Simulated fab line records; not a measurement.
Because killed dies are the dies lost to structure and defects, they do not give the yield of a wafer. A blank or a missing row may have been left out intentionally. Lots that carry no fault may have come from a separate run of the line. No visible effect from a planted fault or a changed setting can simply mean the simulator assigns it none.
Matching of chambers    flow n5-finfet    N5_BEOL_M1_ALD_98 on ald-sin-01: 4 sister chambers
The step deposits SiO2, target thk 2.5 nm, pulse time 1 s, co reactant pulse time 1 s. 30 wafers are shown with their chamber, then 12 later ones without.

## WAFERS PAIRED WITH THEIR CHAMBERS
wafer   chamber  heater-power-w (W)  precursor-pulse-height-rel
L078.4  0        68                  1.006
L078.5  0        65                  0.968
L078.6  1        70                  1.023
L079.2  0        67                  1.000
L079.3  1        70                  1.016
L079.6  2        72                  1.010
L081.1  2        70                  1.000
L081.2  1        69                  1.015
L081.3  3        105                 0.982
L081.4  0        66                  0.970
L081.5  1        69                  0.987
L081.6  2        74                  1.033
L082.1  3        107                 0.994
L082.4  2        71                  1.025
L082.6  1        68                  0.991
L083.1  3        111                 0.981
L083.3  0        66                  0.992
L083.4  2        73                  0.977
L084.2  1        68                  1.017
L084.5  3        108                 1.001
L084.6  0        66                  1.007
L087.2  1        70                  0.936
L087.3  0        67                  1.032
L087.6  2        70                  0.984
L088.4  1        70                  1.060
L088.5  1        71                  0.995
L088.6  2        73                  1.010
L089.1  1        69                  1.034
L089.3  3        105                 0.990
L089.4  2        72                  0.989

SIGNATURES (averages over the wafers above)
reading                     chamber 0  chamber 1  chamber 2  chamber 3  scatter within a chamber
heater-power-w              66.43      69.40      71.88      107.20     1.44
precursor-pulse-height-rel  0.99643    1.00740    1.00350    0.98960    0.0247
Rule: distance of a wafer from a chamber = root of the sum over the readings of ((wafer's reading minus chamber's mean) / reading's scatter) squared. The wafer belongs to the nearest chamber; if the next one is less than 2 further off, it can't be placed. The scatter: the root of (the sum of the squares of (reading less its chamber's mean) over the shown wafers, divided by (wafers less chambers)).

## WAFERS WHOSE CHAMBER IS MISSING
wafer   heater-power-w (W)  precursor-pulse-height-rel
L092.2  107                 1.018
L092.3  70                  0.968
L092.6  70                  1.001
L095.2  108                 0.999
L095.3  70                  1.032
L095.5  73                  0.995
L096.2  72                  0.983
L096.5  73                  0.996
L096.6  108                 0.966
L097.4  67                  1.002
L097.5  73                  0.993
L097.6  106                 1.020

## WHICH CHAMBER EACH ONE RAN IN
wafer   from the rows above           in truth
L092.2  3                             3
L092.3  can't be placed: 1 or 2 or 0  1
L092.6  can't be placed: 1 or 2 or 0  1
L095.2  3                             3
L095.3  can't be placed: 1 or 2 or 0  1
L095.5  can't be placed: 2 or 1       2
L096.2  can't be placed: 2 or 1       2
L096.5  can't be placed: 2 or 1       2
L096.6  3                             3
L097.4  can't be placed: 0 or 1       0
L097.5  can't be placed: 2 or 1       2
L097.6  3                             3
4 of 12 placed correctly. Can't be placed from these rows: 8 (the true chamber is among the candidates in 8). Number placed wrongly: 0.
